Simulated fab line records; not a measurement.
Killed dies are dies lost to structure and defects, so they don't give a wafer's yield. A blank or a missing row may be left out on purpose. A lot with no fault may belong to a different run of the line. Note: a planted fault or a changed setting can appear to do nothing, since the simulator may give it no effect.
Which of the tools did it? + flow nandHarc + 33 wafers from 11 lots sampled at 6 of the route's 1159 steps

## WHAT THE GAUGES SHOWED, per wafer
NHARC_END_SORT_01. Usual: killedAtArray 26, standard deviation 11; killedAtOther 0.4, standard deviation 0.78; killedAtPeriphery 3.4, standard deviation 2.4; killedDies 29, standard deviation 11; killedOpen 3.1, standard deviation 1.9; killedShort 1.9, standard deviation 1.4.
| lot  | measured     | on        | killedAtArray | killedAtOther | killedAtPeriphery | killedDies | killedOpen | killedShort | flag |
|------|--------------|-----------|---------------|---------------|-------------------|------------|------------|-------------|------|
| L959 | day 25 06:07 | prober-02 | 20 40 40      | 0 0 0         | 7 7 4             | 27 47 44   | 2 4 2      | 2 5 1       |      |

## EACH LOT AND THE TOOL THAT RAN IT (in order: tool; ch and the chambers of the sampled wafers; start)
| lot  | NHARC_A_CONTACT_ETCH_89                      | NHARC_A_CONTACT_ETCH_138           | NHARC_A_CONTACT_ALD_18             | NHARC_A_CONTACT_CVD_19       | NHARC_A_CONTACT_CMP_20        |
|------|----------------------------------------------|------------------------------------|------------------------------------|------------------------------|-------------------------------|
| L943 | rieDiel-13 ch 0,1,2, day 17 02:23 or earlier | harCapEtch-01 ch 0,1, day 17 02:23 | aldMetal-01 ch 0,2,3, day 17 04:13 | cvdW-01 ch 0,1, day 17 08:47 | cmp-02 ch 0,2,3, day 17 09:44 |
| L945 | rieDiel-13 ch 0,1, day 17 03:49 or earlier   | harCapEtch-03 ch 0,1, day 17 03:49 | aldMetal-04 ch 0,1, day 17 05:45   | cvdW-01 ch 0,1, day 17 09:40 | cmp-01 ch 0,1,3, day 17 10:28 |
| L946 | rieDiel-04 ch 1,2,3, day 17 04:23 or earlier | harCapEtch-02 ch 0,1, day 17 04:23 | aldMetal-02 ch 0,1,2, day 17 06:45 | cvdW-01 ch 0,1, day 17 10:49 | cmp-02 ch 1,2,3, day 17 11:47 |
| L948 | rieDiel-04 ch 0,1, day 17 19:50 or earlier   | harCapEtch-03 ch 0,1, day 17 19:50 | aldMetal-01 ch 0,3, day 17 21:32   | cvdW-01 ch 0,1, day 17 23:57 | cmp-02 ch 0,1, day 18 00:43   |
| L949 | rieDiel-04 ch 0,2,3, day 18 23:06 or earlier | harCapEtch-01 ch 0,1, day 18 23:06 | aldMetal-02 ch 1,2,3, day 19 00:54 | cvdW-01 ch 0,1, day 19 04:14 | cmp-01 ch 1,2, day 19 05:02   |
| L954 | rieDiel-13 ch 1,2,3, day 19 13:34 or earlier | harCapEtch-03 ch 0,1, day 19 13:34 | aldMetal-02 ch 0,1,3, day 19 15:23 | cvdW-01 ch 0,1, day 19 15:50 | cmp-04 ch 0,1, day 19 20:38   |
| L953 | rieDiel-04 ch 1,2, day 19 20:21 or earlier   | harCapEtch-02 ch 0,1, day 19 20:21 | aldMetal-01 ch 0,1, day 19 22:11   | cvdW-02 ch 0,1, day 19 22:38 | cmp-01 ch 0,3, day 19 23:17   |
| L952 | rieDiel-04 ch 1,3, day 20 03:31 or earlier   | harCapEtch-03 ch 0, day 20 03:31   | aldMetal-02 ch 2,3, day 20 05:19   | cvdW-02 ch 0,1, day 20 08:26 | cmp-04 ch 1,3, day 20 09:21   |
| L956 | rieDiel-04 ch 1,3, day 20 06:37 or earlier   | harCapEtch-03 ch 0,1, day 20 06:37 | aldMetal-04 ch 0,2,3, day 20 08:25 | cvdW-02 ch 0,1, day 20 09:11 | cmp-01 ch 0,3, day 20 10:04   |
| L955 | rieDiel-04 ch 0,2,3, day 20 11:21 or earlier | harCapEtch-01 ch 0,1, day 20 11:21 | aldMetal-02 ch 0,1,3, day 20 13:05 | cvdW-02 ch 0,1, day 20 19:53 | cmp-04 ch 0,2,3, day 20 21:59 |
| L959 | rieDiel-13 ch 0,2,3, day 21 00:19 or earlier | harCapEtch-01 ch 0,1, day 21 00:19 | aldMetal-01 ch 0,1,3, day 21 02:03 | cvdW-02 ch 0,1, day 21 13:49 | cmp-01 ch 0,1,3, day 21 16:23 |
- NHARC_A_CONTACT_ETCH_89: etches the open film in N2/H2, target depth 260 nm, time 475.3 s.
- NHARC_A_CONTACT_ETCH_138: etches the open film in C4F8/O2/Ar, time 132 s, target depth 1289 nm.
- NHARC_A_CONTACT_ALD_18: deposits TiN, target thk 3 nm, pulse time 1 s, ald cycles 150.
- NHARC_A_CONTACT_CVD_19: deposits W, target thk 300 nm, time 802 s.
- NHARC_A_CONTACT_CMP_20: polishes, t overpolish 30 s, target thk 300 nm.

## WHAT THE TOOLS THEMSELVES READ (means of the sampled wafers that have a number; where no wafer has one, the mark that the record gives instead)
NHARC_A_CONTACT_ETCH_89. Usual: drypumpMotorCurrentA 5.7 A, standard deviation 0.42; n2FlowSccm 150.1 sccm, standard deviation 0.45; oesProductAu 1.000 a.u., standard deviation 0.0077; rfVppV 430.9 V, standard deviation 3; showerheadPlenumPTorr 2.06 Torr, standard deviation 0.1; throttleValvePct 14.170 %, standard deviation 0.0084.
| lot  | tool       | drypumpMotorCurrentA (A) | n2FlowSccm (sccm) | oesProductAu (a.u.) | rfVppV (V) | showerheadPlenumPTorr (Torr) | throttleValvePct (%) | flag |
|------|------------|--------------------------|-------------------|---------------------|------------|------------------------------|----------------------|------|
| L943 | rieDiel-13 | 5.9                      | 149.9             | 1.002               | 430.7      | 2.06                         | 14.173               |      |
| L945 | rieDiel-13 | 5.4                      | 150.4             | 1.001               | 428.0      | 1.97                         | 14.168               |      |
| L946 | rieDiel-04 | 5.4                      | 150.5             | 0.996               | 430.6      | 2.04                         | 14.164               |      |
| L948 | rieDiel-04 | 5.7                      | 150.6             | 0.997               | 432.6      | 2.11                         | 14.179               |      |
| L949 | rieDiel-04 | 5.6                      | 149.4             | 1.000               | 429.6      | 2.01                         | 14.168               |      |
| L954 | rieDiel-13 | 5.7                      | 149.9             | 0.997               | 428.8      | 1.99                         | 14.160               |      |
| L953 | rieDiel-04 | 5.5                      | 150.3             | 1.003               | 432.2      | 2.11                         | 14.171               |      |
| L952 | rieDiel-04 | 5.3                      | 150.2             | 0.994               | 431.2      | 2.09                         | 14.166               |      |
| L956 | rieDiel-04 | 5.2                      | 149.8             | 0.999               | 429.7      | 2.01                         | 14.171               |      |
| L955 | rieDiel-04 | 5.6                      | 149.8             | 0.996               | 429.9      | 2.00                         | 14.162               |      |
| L959 | rieDiel-13 | 5.9                      | 149.8             | 0.998               | 432.4      | 2.15                         | 14.171               |      |

NHARC_A_CONTACT_ALD_18. Usual: heaterPowerOuterW 693 W, standard deviation 68; heaterPowerW 1082 W, standard deviation 85; precursorPulseHeightRel 1.000, standard deviation 0.021.
| lot  | tool        | heaterPowerOuterW (W) | heaterPowerW (W) | precursorPulseHeightRel | flag |
|------|-------------|-----------------------|------------------|-------------------------|------|
| L943 | aldMetal-01 | 672                   | 1071             | 1.006                   |      |
| L945 | aldMetal-04 | 672                   | 1050             | 0.981                   |      |
| L946 | aldMetal-02 | 728                   | 1105             | 0.997                   |      |
| L948 | aldMetal-01 | 653                   | 1035             | 1.008                   |      |
| L949 | aldMetal-02 | 725                   | 1103             | 1.009                   |      |
| L954 | aldMetal-02 | 712                   | 1090             | 0.995                   |      |
| L953 | aldMetal-01 | 723                   | 1130             | 0.998                   |      |
| L952 | aldMetal-02 | 723                   | 1100             | 1.012                   |      |
| L956 | aldMetal-04 | 663                   | 1068             | 0.994                   |      |
| L955 | aldMetal-02 | 711                   | 1081             | 1.025                   |      |
| L959 | aldMetal-01 | 743                   | 1102             | 1.018                   |      |

NHARC_A_CONTACT_CVD_19. Usual: heaterPowerOuterW 296 W, standard deviation 68; heaterPowerW 506 W, standard deviation 90; throttleValvePct 7.65 %, standard deviation 0.18.
| lot  | tool    | heaterPowerOuterW (W) | heaterPowerW (W) | throttleValvePct (%) | flag |
|------|---------|-----------------------|------------------|----------------------|------|
| L943 | cvdW-01 | 288                   | 478              | 7.39                 |      |
| L945 | cvdW-01 | 354                   | 565              | 7.46                 |      |
| L946 | cvdW-01 | 341                   | 556              | 7.45                 |      |
| L948 | cvdW-01 | 352                   | 553              | 7.48                 |      |
| L949 | cvdW-01 | 348                   | 567              | 7.66                 |      |
| L954 | cvdW-01 | 346                   | 569              | 7.59                 |      |
| L953 | cvdW-02 | 286                   | 510              | 7.76                 |      |
| L952 | cvdW-02 | 291                   | 508              | 7.72                 |      |
| L956 | cvdW-02 | 267                   | 481              | 7.67                 |      |
| L955 | cvdW-02 | 290                   | 507              | 7.71                 |      |
| L959 | cvdW-02 | 270                   | 492              | 7.75                 |      |

NHARC_A_CONTACT_CMP_20. Usual: motorCurrentA 12.4 A, standard deviation 1.6; overpolishRunS 30.000 s, standard deviation 0.0095; slurryFilterDpKPa 13.49 kPa, standard deviation 0.15; timeToEndpointS 60 s, standard deviation 3.5.
| lot  | tool   | motorCurrentA (A) | overpolishRunS (s) | slurryFilterDpKPa (kPa) | timeToEndpointS (s) | flag |
|------|--------|-------------------|--------------------|-------------------------|---------------------|------|
| L943 | cmp-02 | 12.1              | 30.005             | 13.50                   | 57                  |      |
| L945 | cmp-01 | 10.9              | 30.002             | 13.47                   | 59                  |      |
| L946 | cmp-02 | 12.6              | 29.993             | 13.37                   | 60                  |      |
| L948 | cmp-02 | 12.7              | 30.000             | 13.46                   | 64                  |      |
| L949 | cmp-01 | 12.3              | 29.996             | 13.39                   | 57                  |      |
| L954 | cmp-04 | 13.5              | 30.001             | 13.22                   | 124                 | OFF  |
| L953 | cmp-01 | 11.4              | 29.998             | 13.47                   | 58                  |      |
| L952 | cmp-04 | 13.6              | 29.992             | 13.59                   | 64                  |      |
| L956 | cmp-01 | 10.6              | 30.007             | 13.53                   | 58                  |      |
| L955 | cmp-04 | 13.3              | 30.004             | 13.54                   | 122                 | OFF  |
| L959 | cmp-01 | 11.2              | 30.000             | 13.68                   | 110                 | OFF  |

## THE ANSWER, worked out from the rows above alone
Rule: a lot is off if the mean of its wafers that have a number lies more than 3 standard deviations from the usual mean. A lot without any number at a reading at which 4 lots or more have one is off too. All remaining lots with rows at the step are treated as sound. Order of review: gauges by route order, followed by the tools' own readings, for which a lot's mean as printed above is used. At the first step where some lot is off, the reading lying furthest off is the one used; lots without a number count as furthest.
Off at NHARC_A_CONTACT_CMP_20 (timeToEndpointS): L954, L955, L959.
If a tool, at that step or one of the process steps before it, ran each lot that is off and ran no sound lot following the first of them, it fits. With no start given for some of its lots, NHARC_A_CONTACT_ETCH_89 uses the hours and lot order of NHARC_A_CONTACT_ETCH_138. None of those tried fits.

## WHAT WAS PUT IN BY THE SIMULATOR
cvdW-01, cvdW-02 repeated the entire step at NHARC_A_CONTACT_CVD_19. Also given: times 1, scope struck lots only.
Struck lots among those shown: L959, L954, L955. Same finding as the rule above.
